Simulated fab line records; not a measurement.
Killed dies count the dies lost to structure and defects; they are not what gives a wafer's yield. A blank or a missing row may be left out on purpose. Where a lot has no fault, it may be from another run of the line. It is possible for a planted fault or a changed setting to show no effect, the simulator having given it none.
Chamber matching    flow n5Finfet    N5_MOL_CONTACT_COAG_ETCH_89 on rieDiel-06: 4 sister chambers
The step etches underlayer in N2/H2, target depth 13 nm, time 10.4 s. 14 wafers are shown with their chamber, then 7 later ones without.

== EACH WAFER AND ITS CHAMBER ==
wafer   chamber  drypumpMotorCurrentA (A)  showerheadPlenumPTorr (Torr)  throttleValvePct (%)
L079.3  0        6.2                       2.49                          17.77
L079.4  3        6.6                       2.58                          18.09
L079.5  1        4.8                       2.42                          17.87
L082.1  3        6.6                       2.58                          18.07
L082.3  0        6.3                       2.48                          17.77
L082.5  2        5.4                       2.46                          17.66
L084.2  0        6.2                       2.48                          17.78
L084.4  1        4.9                       2.42                          17.86
L084.6  2        5.5                       2.46                          17.67
L090.3  2        5.4                       2.45                          17.68
L090.4  0        6.3                       2.48                          17.80
L090.5  3        6.6                       2.57                          18.12
L092.1  2        5.4                       2.45                          17.70
L092.2  1        4.8                       2.41                          17.89

SIGNATURES (means of the wafers above)
reading                chamber 0  chamber 1  chamber 2  chamber 3  scatter within a chamber
drypumpMotorCurrentA   6.250      4.833      5.425      6.600      0.0492
showerheadPlenumPTorr  2.4825     2.4167     2.4550     2.5767     0.00555
throttleValvePct       17.7800    17.8733    17.6775    18.0933    0.0179
Rule: a wafer's distance from a chamber is the root of the sum, over the readings, of the square of ((its reading less the chamber's mean) divided by the reading's scatter). The wafer belongs to the nearest chamber; if the next one is less than 2 further off, it can't be placed. The scatter: the root of (the sum of the squares of (reading less its chamber's mean) over the shown wafers, divided by (wafers less chambers)).

== WAFERS MISSING THEIR CHAMBER ==
wafer   drypumpMotorCurrentA (A)  showerheadPlenumPTorr (Torr)  throttleValvePct (%)
L092.3  6.2                       2.48                          17.80
L095.2  4.9                       2.41                          17.91
L095.3  6.2                       2.47                          17.82
L095.4  6.3                       2.47                          17.83
L096.1  5.4                       2.45                          17.73
L096.2  6.2                       2.47                          17.83
L096.4  4.8                       2.41                          17.92

== THE CHAMBER EACH PASSED THROUGH ==
wafer   from the rows above  in truth
L092.3  0                    0
L095.2  1                    1
L095.3  0                    0
L095.4  0                    0
L096.1  2                    2
L096.2  0                    0
L096.4  1                    1
Placed correctly: 7 of 7. Not placeable from these rows: 0. Wrongly placed: 0.
